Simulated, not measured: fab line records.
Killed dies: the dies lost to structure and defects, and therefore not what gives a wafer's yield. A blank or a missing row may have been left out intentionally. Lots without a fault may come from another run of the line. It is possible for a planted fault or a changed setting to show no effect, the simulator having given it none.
Chamber matching || flow nand_harc || NHARC_A_STAIRCASE_STRIP_476 on rie_diel-11: 4 sister chambers
The step strips in O2, time 20 s. 16 wafers are shown with their chamber, then 8 later ones without.

## WAFERS PAIRED WITH THEIR CHAMBERS
{"wafer": "L074.2", "chamber": 0, "drypump_motor_current_A (A)": 4.7, "showerhead_plenum_p_Torr (Torr)": 3.47, "oes_product_au (a.u.)": 1.005}
{"wafer": "L074.3", "chamber": 1, "drypump_motor_current_A (A)": 4.9, "showerhead_plenum_p_Torr (Torr)": 3.28, "oes_product_au (a.u.)": 0.970}
{"wafer": "L074.4", "chamber": 2, "drypump_motor_current_A (A)": 6.0, "showerhead_plenum_p_Torr (Torr)": 3.51, "oes_product_au (a.u.)": 1.006}
{"wafer": "L084.1", "chamber": 1, "drypump_motor_current_A (A)": 4.9, "showerhead_plenum_p_Torr (Torr)": 3.80, "oes_product_au (a.u.)": 0.992}
{"wafer": "L084.3", "chamber": 2, "drypump_motor_current_A (A)": 5.9, "showerhead_plenum_p_Torr (Torr)": 3.50, "oes_product_au (a.u.)": 0.973}
{"wafer": "L084.4", "chamber": 0, "drypump_motor_current_A (A)": 4.7, "showerhead_plenum_p_Torr (Torr)": 3.45, "oes_product_au (a.u.)": 1.010}
{"wafer": "L083.1", "chamber": 2, "drypump_motor_current_A (A)": 5.9, "showerhead_plenum_p_Torr (Torr)": 3.50, "oes_product_au (a.u.)": 0.973}
{"wafer": "L083.3", "chamber": 3, "drypump_motor_current_A (A)": 5.5, "showerhead_plenum_p_Torr (Torr)": 3.45, "oes_product_au (a.u.)": 1.006}
{"wafer": "L083.4", "chamber": 1, "drypump_motor_current_A (A)": 4.9, "showerhead_plenum_p_Torr (Torr)": 3.80, "oes_product_au (a.u.)": 0.989}
{"wafer": "L085.3", "chamber": 3, "drypump_motor_current_A (A)": 5.5, "showerhead_plenum_p_Torr (Torr)": 3.45, "oes_product_au (a.u.)": 1.012}
{"wafer": "L085.5", "chamber": 2, "drypump_motor_current_A (A)": 5.9, "showerhead_plenum_p_Torr (Torr)": 3.50, "oes_product_au (a.u.)": 0.984}
{"wafer": "L085.6", "chamber": 1, "drypump_motor_current_A (A)": 4.9, "showerhead_plenum_p_Torr (Torr)": 3.80, "oes_product_au (a.u.)": 0.987}
{"wafer": "L087.1", "chamber": 1, "drypump_motor_current_A (A)": 4.9, "showerhead_plenum_p_Torr (Torr)": 3.80, "oes_product_au (a.u.)": 0.975}
{"wafer": "L087.4", "chamber": 3, "drypump_motor_current_A (A)": 5.5, "showerhead_plenum_p_Torr (Torr)": 3.44, "oes_product_au (a.u.)": 1.015}
{"wafer": "L087.6", "chamber": 0, "drypump_motor_current_A (A)": 4.7, "showerhead_plenum_p_Torr (Torr)": 3.45, "oes_product_au (a.u.)": 1.027}
{"wafer": "L088.1", "chamber": 3, "drypump_motor_current_A (A)": 5.5, "showerhead_plenum_p_Torr (Torr)": 3.44, "oes_product_au (a.u.)": 1.007}

SIGNATURES, as means of the wafers listed above
{"reading": "drypump_motor_current_A", "chamber 0": 4.700, "chamber 1": 4.900, "chamber 2": 5.925, "chamber 3": 5.500, "scatter within a chamber": 0.025}
{"reading": "showerhead_plenum_p_Torr", "chamber 0": 3.4567, "chamber 1": 3.6960, "chamber 2": 3.5025, "chamber 3": 3.4450, "scatter within a chamber": 0.134}
{"reading": "oes_product_au", "chamber 0": 1.01400, "chamber 1": 0.98260, "chamber 2": 0.98400, "chamber 3": 1.01000, "scatter within a chamber": 0.0108}
Rule: a wafer's distance from a chamber is the root of the sum, over the readings, of the square of ((its reading less the chamber's mean) divided by the reading's scatter). The wafer belongs to the nearest chamber; if the next one is less than 2 further off, it can't be placed. The scatter: take each reading less its chamber's mean, square it, sum over the shown wafers, divide by the number of wafers less the number of chambers, and take the root.

## WAFERS WHOSE CHAMBER IS MISSING
{"wafer": "L088.4", "drypump_motor_current_A (A)": 4.7, "showerhead_plenum_p_Torr (Torr)": 3.45, "oes_product_au (a.u.)": 1.019}
{"wafer": "L088.6", "drypump_motor_current_A (A)": 4.9, "showerhead_plenum_p_Torr (Torr)": 3.80, "oes_product_au (a.u.)": 0.968}
{"wafer": "L090.3", "drypump_motor_current_A (A)": 5.5, "showerhead_plenum_p_Torr (Torr)": 3.44, "oes_product_au (a.u.)": 1.015}
{"wafer": "L090.4", "drypump_motor_current_A (A)": 5.9, "showerhead_plenum_p_Torr (Torr)": 3.49, "oes_product_au (a.u.)": 0.985}
{"wafer": "L090.5", "drypump_motor_current_A (A)": 4.9, "showerhead_plenum_p_Torr (Torr)": 3.79, "oes_product_au (a.u.)": 0.974}
{"wafer": "L095.2", "drypump_motor_current_A (A)": 4.7, "showerhead_plenum_p_Torr (Torr)": 3.43, "oes_product_au (a.u.)": 1.022}
{"wafer": "L095.3", "drypump_motor_current_A (A)": 5.9, "showerhead_plenum_p_Torr (Torr)": 3.48, "oes_product_au (a.u.)": 0.970}
{"wafer": "L095.5", "drypump_motor_current_A (A)": 5.5, "showerhead_plenum_p_Torr (Torr)": 3.43, "oes_product_au (a.u.)": 1.010}

## CHAMBER TAKEN BY EACH
{"wafer": "L088.4", "from the rows above": 0, "in truth": 0}
{"wafer": "L088.6", "from the rows above": 1, "in truth": 1}
{"wafer": "L090.3", "from the rows above": 3, "in truth": 3}
{"wafer": "L090.4", "from the rows above": 2, "in truth": 2}
{"wafer": "L090.5", "from the rows above": 1, "in truth": 1}
{"wafer": "L095.2", "from the rows above": 0, "in truth": 0}
{"wafer": "L095.3", "from the rows above": 2, "in truth": 2}
{"wafer": "L095.5", "from the rows above": 3, "in truth": 3}
Correctly placed: 8 of 8. Not placeable from these rows: 0. Wrongly placed: 0.
